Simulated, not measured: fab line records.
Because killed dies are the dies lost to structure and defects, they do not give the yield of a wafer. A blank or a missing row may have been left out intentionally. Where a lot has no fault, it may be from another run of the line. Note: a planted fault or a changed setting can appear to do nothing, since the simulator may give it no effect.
Chamber matching ; flow nandHarc ; 4 sister chambers for NHARC_A_WL_FILL_ALD_00 on aldHk-03
The step deposits Al2O3, target thk 3 nm, pulse time 3 s, ald cycles 30. 8 wafers are shown with their chamber, then 7 later ones without.

== WAFERS PAIRED WITH THEIR CHAMBERS ==
wafer;chamber;heaterPowerW (W);precursorPulseHeightRel
L116.1;2;438;1.014
L119.1;3;509;0.993
L128.4;2;424;1.005
L128.5;3;495;0.983
L127.3;1;440;1.008
L127.5;0;449;0.994
L130.2;0;443;1.022
L130.3;1;451;0.988

== WAFERS WITHOUT THEIR CHAMBER ==
wafer;heaterPowerW (W);precursorPulseHeightRel
L130.4;430;0.969
L135.1;436;0.985
L135.3;441;0.996
L135.5;445;0.998
L137.1;428;0.994
L137.4;509;1.003
L137.5;479;0.986

== EACH ONE'S CHAMBER ==
wafer;from the rows above;in truth
L130.4;can't be placed: 1 or 2 or 0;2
L135.1;can't be placed: 1 or 2 or 0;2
L135.3;can't be placed: 1 or 0 or 2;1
L135.5;can't be placed: 1 or 0 or 2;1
L137.1;can't be placed: 2 or 1 or 0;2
L137.4;3;3
L137.5;can't be placed: 3 or 1 or 0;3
Correct placement for 1 of the 7. These rows do not allow placing 6 (true chamber among the candidates in 6). 0 placed wrongly.
How it was worked out, from the rows above alone: a wafer's distance from a chamber is the root of the sum, over the readings, of the square of ((its reading less the chamber's mean) divided by the reading's scatter). The wafer belongs to the nearest chamber; if the next one is less than 2 further off, it can't be placed. For every chamber, the mean is computed from those of its wafers that are shown. The scatter is the square root of a quotient: the sum, over the shown wafers, of each reading's squared deviation from its chamber's mean, divided by wafers minus chambers.
